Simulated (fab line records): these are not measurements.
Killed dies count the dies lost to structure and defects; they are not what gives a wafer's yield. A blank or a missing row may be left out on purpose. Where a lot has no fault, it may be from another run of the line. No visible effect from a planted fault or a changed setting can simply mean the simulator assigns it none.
Matching of chambers -- flow n5Finfet -- N5_BEOL_M10_STRIP_67 on rieDiel-02 has 4 sister chambers
The step strips in CF4. 8 wafers are shown with their chamber, then 9 later ones without.

## WAFERS, EACH WITH ITS CHAMBER
wafer,chamber,showerheadPlenumPTorr (Torr),oesProductAu (a.u.)
L080.1,0,1.88,0.80
L082.1,3,1.84,0.71
L082.2,0,1.88,0.80
L082.5,1,1.88,0.78
L082.6,2,1.76,0.92
L090.1,2,1.75,0.88
L090.4,3,1.84,0.70
L090.5,1,1.87,0.76

## WAFERS WHOSE CHAMBER IS MISSING
wafer,showerheadPlenumPTorr (Torr),oesProductAu (a.u.)
L094.1,1.75,0.86
L094.2,1.87,0.77
L094.4,1.75,0.87
L095.1,1.84,0.70
L095.2,1.75,0.86
L095.3,1.87,0.77
L095.4,1.75,0.86
L095.5,1.87,0.77
L095.6,1.84,0.69

## WHICH CHAMBER EACH ONE RAN IN
wafer,from the rows above,in truth
L094.1,2,2
L094.2,can't be placed: 1 or 0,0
L094.4,2,2
L095.1,3,3
L095.2,2,2
L095.3,can't be placed: 1 or 0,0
L095.4,2,2
L095.5,can't be placed: 1 or 0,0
L095.6,3,3
Placed correctly: 6 of 9. Can't be placed from these rows: 3 (the true chamber is among the candidates in 3). 0 placed wrongly.
How it was worked out, from the rows above alone: a wafer's distance from a chamber is the root of the sum, over the readings, of the square of ((its reading less the chamber's mean) divided by the reading's scatter). The wafer belongs to the nearest chamber; if the next one is less than 2 further off, it can't be placed. For every chamber, the mean is computed from those of its wafers that are shown. The scatter: take each reading less its chamber's mean, square it, sum over the shown wafers, divide by the number of wafers less the number of chambers, and take the root.
